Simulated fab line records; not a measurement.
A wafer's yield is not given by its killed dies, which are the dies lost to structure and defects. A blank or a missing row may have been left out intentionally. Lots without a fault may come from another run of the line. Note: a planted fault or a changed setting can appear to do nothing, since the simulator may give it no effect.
The tool behind it: which one? | flow n5Finfet | 27 wafers from 9 lots sampled at 5 of the route's 1938 steps

WHAT EACH GAUGE READ, for each wafer
N5_BEOL_M4_INSPECT_59: inspects for defects (darkfield).
lot  | measured     | on               | rawDefectCount
L681 | day 8 05:43  | defectInspect-02 | 48 60 36
L682 | day 8 06:15  | defectInspect-01 | 65 69 72
L683 | day 8 20:59  | defectInspect-01 | 92 70 68
L691 | day 10 11:16 | defectInspect-01 | 71 54 53
L694 | day 11 12:37 | defectInspect-02 | 909 911 993
L695 | day 11 15:32 | defectInspect-02 | 950 1002 953
L696 | day 11 17:58 | defectInspect-02 | 86 78 88
L698 | day 12 12:46 | defectInspect-02 | 121 64 83
L702 | day 14 02:43 | defectInspect-02 | 53 78 70

WHICH TOOL RAN EACH LOT (tool, then ch and the chambers of the sampled wafers, then the start)
lot  | N5_BEOL_M4_ANNEAL_49        | N5_BEOL_M4_ANNEAL_80        | N5_BEOL_M4_SPUTTER_81       | N5_BEOL_M4_DEP_57
L681 | pvdSputter-01, day 8 02:58  | pvdSputter-01, day 8 03:11  | pvdSputter-01, day 8 03:19  | pecvd-04 ch 0,2, day 8 05:38
L682 | pvdSputter-02, day 8 03:25  | pvdSputter-02, day 8 03:38  | pvdSputter-02, day 8 03:47  | pecvd-03 ch 0,1, day 8 06:09
L683 | pvdSputter-02, day 8 18:07  | pvdSputter-02, day 8 18:20  | pvdSputter-02, day 8 18:29  | pecvd-04 ch 1,2, day 8 20:53
L691 | pvdSputter-01, day 10 08:30 | pvdSputter-01, day 10 08:43 | pvdSputter-01, day 10 08:52 | pecvd-04 ch 0,1,2, day 10 11:10
L694 | pvdSputter-02, day 11 09:50 | pvdSputter-02, day 11 10:04 | pvdSputter-02, day 11 10:12 | pecvd-04 ch 0,1,2, day 11 12:31
L695 | pvdSputter-01, day 11 12:29 | pvdSputter-01, day 11 12:43 | pvdSputter-01, day 11 12:51 | pecvd-04 ch 0,2, day 11 15:26
L696 | pvdSputter-01, day 11 14:59 | pvdSputter-01, day 11 15:14 | pvdSputter-01, day 11 15:23 | pecvd-03 ch 0,1,2, day 11 17:52
L698 | pvdSputter-01, day 12 09:49 | pvdSputter-01, day 12 10:02 | pvdSputter-01, day 12 10:11 | pecvd-02 ch 0,1,2, day 12 12:40
L702 | pvdSputter-02, day 13 23:56 | pvdSputter-02, day 14 00:09 | pvdSputter-02, day 14 00:17 | pecvd-03 ch 1,2, day 14 02:37
- N5_BEOL_M4_ANNEAL_49: time 240 s.
- N5_BEOL_M4_ANNEAL_80: time 240 s.
- N5_BEOL_M4_SPUTTER_81: material Cu, target thk 4.5 nm, time 8.29 s.
- N5_BEOL_M4_DEP_57: deposits SiCN from 3MS/NH3, target thk 8 nm, time 14 s.

THE ANSWER, worked out from the rows above alone
Rule: the lots themselves supply what counts as usual. The widest of any qualifying gaps counts: lots, ordered by their means at a reading, are off when they make up no more than a third of the lots, leave a main group of 4 or more, and stand apart from it by 3 or more times the standard deviation of that group's means. A main group is skipped when, at the precision printed for the reading in the tables above, its means are all equal. A lot without any number at a reading at which 4 lots or more have one is off too. All remaining lots with rows at the step are treated as sound.
Off, at N5_BEOL_M4_INSPECT_59 on rawDefectCount: L694, L695. For the main group the mean is 70 and the standard deviation 13.
If a tool, at a process step before that reading, ran all the lots that are off and no sound lot after the first of them, it fits. Gauges at N5_BEOL_M4_INSPECT_59: tried the same way as those tools. One fits: pecvd-04 at N5_BEOL_M4_DEP_57. Its last sound lot is L691 (day 10 11:10), its first lot that is off L694 (day 11 12:31): a fault that began between those two fits.

WHAT THE SIMULATOR HAD INSERTED
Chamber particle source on pecvd-04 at N5_BEOL_M4_DEP_57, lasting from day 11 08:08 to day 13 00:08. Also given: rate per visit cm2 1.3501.
Shown lots that were struck: L694, L695. The rule above found the same.
